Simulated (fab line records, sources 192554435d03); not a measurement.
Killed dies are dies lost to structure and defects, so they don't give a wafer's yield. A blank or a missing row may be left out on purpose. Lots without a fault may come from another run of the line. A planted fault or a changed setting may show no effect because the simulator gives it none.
Split-lot experiment | flow n5_finfet | 7 lots, 39 wafers read, on a route of 1938 steps

THE SPLIT
At N5_ZERO_LAYER_DEVELOP_10 (develop time 60 s), the setting develop_time_s was moved away from the recipe's 60 s on 18 of the 39 wafers read, by -55.8% to +51.7%. The other wafers ran this setting at the recipe's value.

FROM THE SPLIT TO THE READING: what the file shows between them, 1 step
- N5_ZERO_LAYER_HARDBAKE_23: time 120 s

THE READING
cd_nm, in nm, at N5_ZERO_LAYER_CD_MEAS_11 (target cd 2000 nm). Fault-free wafers of this fab line usually give 2001.6 nm, standard deviation 2.5 nm.

wafer  | tool, chamber at the split | develop_time_s as run, s | against the recipe | cd_nm, nm | against lot-mates on the recipe
L085.1 | litho_track-04, 0          | 60                       | recipe             | 2000.0    | -
L085.2 | litho_track-04, 0          | 60                       | recipe             | 1997.1    | -
L085.3 | litho_track-04, 0          | 74.51                    | +24.2%             | 2005.2    | +6.1
L085.4 | litho_track-04, 0          | 74.51                    | +24.2%             | 2002.5    | +3.4
L085.5 | litho_track-04, 0          | 74.51                    | +24.2%             | 2003.2    | +4.1
L085.6 | litho_track-04, 0          | 60                       | recipe             | 2000.1    | -
L086.1 | litho_track-04, 0          | 60                       | recipe             | 1998.4    | -
L086.2 | litho_track-04, 0          | 60                       | recipe             | 2001.1    | -
L086.5 | litho_track-04, 0          | 60                       | recipe             | 2001.0    | -
L088.1 | litho_track-01, 0          | 60                       | recipe             | 2004.9    | -
L088.2 | litho_track-01, 0          | 60                       | recipe             | 2003.1    | -
L088.3 | litho_track-01, 0          | 35.81                    | -40.3%             | 1992.7    | -9.8
L088.4 | litho_track-01, 0          | 35.81                    | -40.3%             | 1991.4    | -11.1
L088.5 | litho_track-01, 0          | 35.81                    | -40.3%             | 1992.2    | -10.3
L088.6 | litho_track-01, 0          | 60                       | recipe             | 1999.6    | -
L090.1 | litho_track-01, 0          | 46.85                    | -21.9%             | 1997.1    | -5.5
L090.2 | litho_track-01, 0          | 46.85                    | -21.9%             | 2000.8    | -1.8
L090.3 | litho_track-01, 0          | 60                       | recipe             | 2003.7    | -
L090.4 | litho_track-01, 0          | 60                       | recipe             | 2002.6    | -
L090.5 | litho_track-01, 0          | 60                       | recipe             | 2001.5    | -
L090.6 | litho_track-01, 0          | 46.85                    | -21.9%             | 1997.8    | -4.8
L092.1 | litho_track-01, 0          | 78.92                    | +31.5%             | 2004.6    | +4.6
L092.2 | litho_track-01, 0          | 78.92                    | +31.5%             | 2008.2    | +8.2
L092.3 | litho_track-01, 0          | 60                       | recipe             | 1997.9    | -
L092.4 | litho_track-01, 0          | 60                       | recipe             | 1999.3    | -
L092.5 | litho_track-01, 0          | 78.92                    | +31.5%             | 2007.2    | +7.2
L092.6 | litho_track-01, 0          | 60                       | recipe             | 2002.9    | -
L093.1 | litho_track-01, 0          | 60                       | recipe             | 2003.9    | -
L093.2 | litho_track-01, 0          | 26.54                    | -55.8%             | 1988.5    | -17.8
L093.3 | litho_track-01, 0          | 60                       | recipe             | 2008.6    | -
L093.4 | litho_track-01, 0          | 60                       | recipe             | 2006.4    | -
L093.5 | litho_track-01, 0          | 26.54                    | -55.8%             | 1988.0    | -18.3
L093.6 | litho_track-01, 0          | 26.54                    | -55.8%             | 1986.7    | -19.6
L096.1 | litho_track-02, 0          | 91.02                    | +51.7%             | 2010.0    | +7.0
L096.2 | litho_track-02, 0          | 60                       | recipe             | 2003.7    | -
L096.3 | litho_track-02, 0          | 60                       | recipe             | 2003.5    | -
L096.4 | litho_track-02, 0          | 60                       | recipe             | 2001.9    | -
L096.5 | litho_track-02, 0          | 91.02                    | +51.7%             | 2013.2    | +10.2
L096.6 | litho_track-02, 0          | 91.02                    | +51.7%             | 2011.9    | +8.9

THE FIT
A straight line over all 39 wafers: cd_nm changes by +0.206 nm for each +1% of develop_time_s; r = +0.91; the points scatter about the line by 2.6 nm.
The same after taking each lot's own level away (the mean of its wafers on the recipe; 39 wafers): +0.243 nm for each +1%; r = +0.95; scatter 2.3 nm.
On that fit, the largest move of develop_time_s shifts the reading by 14 nm.
The lots' own levels span 1999.07 to 2006.30 nm, that is 2.9 times the standard deviation above.
So the lot-to-lot level changes the slope: the two fits differ.
Check: with one of the wafers moved furthest among these (-55.8%) left out of the fit, the line predicts -13.9 nm for it against its lot-mates. It came out at -17.8 nm against them.

THE WHOLE CHAIN: every reading that the file lists as answering this split, in the file's order
step                     | what it does             | reading                                                           | change (the file's fit)               | r (the file's)
N5_ZERO_LAYER_CD_MEAS_11 | target cd 2000 nm        | cd_nm                                                             | +0.244 nm for each +1% of the setting | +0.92
N5_ZERO_LAYER_DESCUM_16  | chemistry O2, time 7.9 s | ZERO_LAYER.cd_nm (the simulator's own value, which no gauge read) | +0.241 nm for each +1% of the setting | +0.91

THE FILE'S OWN FIT
cd_nm changes by +0.244 nm for each +1% of develop_time_s, r = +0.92.
